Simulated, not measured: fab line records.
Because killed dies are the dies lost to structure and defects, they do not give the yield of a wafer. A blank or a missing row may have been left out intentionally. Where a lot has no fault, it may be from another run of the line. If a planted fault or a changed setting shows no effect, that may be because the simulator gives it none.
Matching of chambers | flow nand-harc | 4 sister chambers for NHARC_A_M0_ETCH_34 on rie-diel-07
The step etches the open film in N2/H2, target depth 40 nm, overetch 12 nm, time 43.94 s. 4 wafers are shown with their chamber, then 8 later ones without.

== EACH WAFER AND ITS CHAMBER ==
wafer  | chamber | showerhead-plenum-p-Torr (Torr)
L086.2 | 3       | 2.06
L086.4 | 1       | 1.93
L086.6 | 2       | 1.96
L089.1 | 0       | 2.00

== WAFERS WHOSE CHAMBER IS MISSING ==
wafer  | showerhead-plenum-p-Torr (Torr)
L089.4 | 2.06
L089.5 | 2.00
L096.3 | 1.92
L096.5 | 1.96
L096.6 | 2.06
L097.1 | 1.93
L097.2 | 1.96
L097.4 | 2.00

== WHICH CHAMBER EACH WENT THROUGH ==
wafer  | from the rows above | in truth
L089.4 | 3                   | 3
L089.5 | 0                   | 0
L096.3 | 1                   | 1
L096.5 | 2                   | 2
L096.6 | 3                   | 3
L097.1 | 1                   | 1
L097.2 | 2                   | 2
L097.4 | 0                   | 0
Placed correctly: 8 of 8. From these rows, 0 cannot be placed. Wrongly placed: 0.
How it was worked out, from the rows above alone: a wafer's distance from a chamber is the root of the sum, over the readings, of the square of ((its reading less the chamber's mean) divided by the reading's scatter). The wafer belongs to the nearest chamber; if the next one is less than 2 further off, it can't be placed. The mean given for a chamber averages the wafers shown for that chamber. The scatter (one wafer shown for each chamber): square how far every hidden wafer sits from the nearest shown wafer, average those squares and take the square root.
